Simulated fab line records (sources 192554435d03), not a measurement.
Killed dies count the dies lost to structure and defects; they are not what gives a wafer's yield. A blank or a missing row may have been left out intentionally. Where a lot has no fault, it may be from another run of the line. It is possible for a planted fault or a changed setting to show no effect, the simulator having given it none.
Comparing a struck lot with a sound one | flow n5_finfet | 17 out of 1938 route steps
Sound: the wafers L678.1, L678.4, L678.6. Struck: wafer L681.5 (L681.1, L681.6, from the same lot, were not struck and are left out); the cause is given at the end.
For every step that has rows: the tool of each side, followed by ch and its chambers, followed by its first start. Under that, the readings that differ: sound wafers | struck wafers | difference of the means | sigmas: that difference in standard deviations of wafers without a fault.
alike: words and numbers the same on both sides, and readings whose means are apart by under 2 such deviations; not compared: readings that were withheld, readings missing a value for some wafer, numbers with overlapping values and no deviation given by the record, and bounds like >300 which may hide the same value.
A row with sigmas, a row that says differs or no value, or rows on one side alone: a step with any of these is where the two part. Numbers that don't overlap but have no deviation are shown without sigmas and don't part them. A reading that every wafer of one side lacks parts them only if that side has two wafers or more.

first, 7 steps without rows for these wafers: N5_BEOL_M7_COAT_60 (time 60 s, resist thk 35 nm); N5_BEOL_M7_COAT_05 (resist thk 90 nm); N5_BEOL_M7_EBR_07; N5_BEOL_M7_SOFTBAKE_06 (time 60 s); N5_BEOL_M7_EXPOSE_08 (exposes mask M7); N5_BEOL_M7_PEB_09 (peb time 60 s); N5_BEOL_M7_DEVELOP_10 (develop time 30 s).
N5_BEOL_M7_CD_MEAS_11: the cd target is 38.5 nm.
  sound on cd_sem-02 ch 0, day 10 16:33; struck on cd_sem-01 ch 0, day 11 22:02
  alike: cd_nm
N5_BEOL_M7_OVL_MEAS_12:
  sound on overlay-01 ch 0, day 10 16:35; struck on overlay-01 ch 0, day 11 22:04
  reading     | sound          | struck | difference | sigmas
  M7_OVL (nm) | -0.1 -0.2 -0.2 | 1.6    | +1.8       | +2
N5_BEOL_M7_INSPECT_13: inspects for defects (brightfield).
  sound on defect_inspect-01 at day 10 16:37; struck on defect_inspect-01 at day 11 22:06
  alike: raw_defect_count
N5_BEOL_M7_DESCUM_16: chemistry O2, time 7.9 s.
  sound on rie_diel-03 ch 0,1, day 10 17:25; struck on rie_diel-06 ch 0, day 11 22:10
  alike: drypump_motor_current_A, oes_product_au, rf_vpp_V, showerhead_plenum_p_Torr, throttle_valve_pct
  not compared: rf_hours_counter_h
N5_BEOL_M7_ETCH_61: etches SiARC in CF4, target depth 45.5 nm, time 75.8 s.
  sound on rie_diel-03 ch 0,1, day 10 17:26; struck on rie_diel-06 ch 0, day 11 22:13
  reading               | sound          | struck | difference | sigmas
  etch_rf_on_time_s (s) | 76.3 76.4 76.6 | 73.9   | -2.5       | -2
  alike: drypump_motor_current_A, oes_product_au, rf_fwd_power_W, rf_vpp_V, showerhead_plenum_p_Torr, throttle_valve_pct
  not compared: rf_hours_counter_h
N5_BEOL_M7_ETCH_62: etches SOC in N2/H2, target depth 110 nm, overetch 22 nm, time 165 s.
  sound on rie_diel-03 ch 0,1, day 10 17:30; struck on rie_diel-06 ch 0, day 11 22:16
  reading                                    | sound             | struck | difference | sigmas
  n2_flow_sccm (sccm)                        | 200.6 200.2 199.9 | 198.8  | -1.4       | -2
  rf_fwd_power_W (W)                         | 838.1 840.4 835.7 | 1033.9 | +195.8     | +73
  rf_vpp_V (V)                               | 525.1 526.0 525.4 | 492.7  | -32.8      | -13
  model.SiARC_of_BEOL_M7_COAT_60.thk_nm (nm) | 28.6 28.6 28.6    | 27.4   | -1.2       |
  model.BEOL_M7.cd_offset_nm (nm)            | -0.8 -0.6 0       | 1      | +1         |
  alike: drypump_motor_current_A, h2_flow_sccm, oes_product_au, showerhead_plenum_p_Torr, throttle_valve_pct
  not compared: rf_hours_counter_h
then, 1 step without rows for these wafers: N5_BEOL_M7_STRIP_68 (strips in N2/H2).
N5_BEOL_M7_STRIP_67: strips in CF4.
  sound on rie_diel-03 ch 0,1, day 10 17:39; struck on rie_diel-06 ch 0, day 11 22:25
  alike: drypump_motor_current_A, oes_product_au, rf_vpp_V, showerhead_plenum_p_Torr, throttle_valve_pct
  not compared: rf_hours_counter_h
N5_BEOL_M7_HM_OPEN_17: chemistry Cl2/BCl3, target TiN, target depth 20 nm, overetch 6 nm.
  sound on rie_metal-02 ch 0,1, day 10 17:41; struck on rie_metal-03 ch 1, day 11 22:27
  reading                         | sound          | struck | difference | sigmas
  model.BEOL_M7.cd_offset_nm (nm) | -0.6 -0.4 -0.2 | 1      | +1         |
  alike: drypump_motor_current_A, he_backside_leak_sccm, mfc_cl2_sccm, oes_product_au, throttle_valve_pct
  not compared: rf_hours_counter_h
N5_BEOL_M7_STRIP_19: strips in O2.
  sound on rie_diel-03 ch 0,2, day 10 17:55; struck on rie_diel-06 ch 1, day 11 22:39
  reading               | sound          | struck | difference | sigmas
  oes_product_au (a.u.) | 0.72 0.71 0.72 | 0.89   | +0.17      | +2
  alike: drypump_motor_current_A, rf_vpp_V, showerhead_plenum_p_Torr, throttle_valve_pct
  not compared: rf_hours_counter_h

## WHERE THEY PART
Earliest at N5_BEOL_M7_OVL_MEAS_12; latest, in this record, at N5_BEOL_M7_STRIP_19.

WHY: what the simulator had put in
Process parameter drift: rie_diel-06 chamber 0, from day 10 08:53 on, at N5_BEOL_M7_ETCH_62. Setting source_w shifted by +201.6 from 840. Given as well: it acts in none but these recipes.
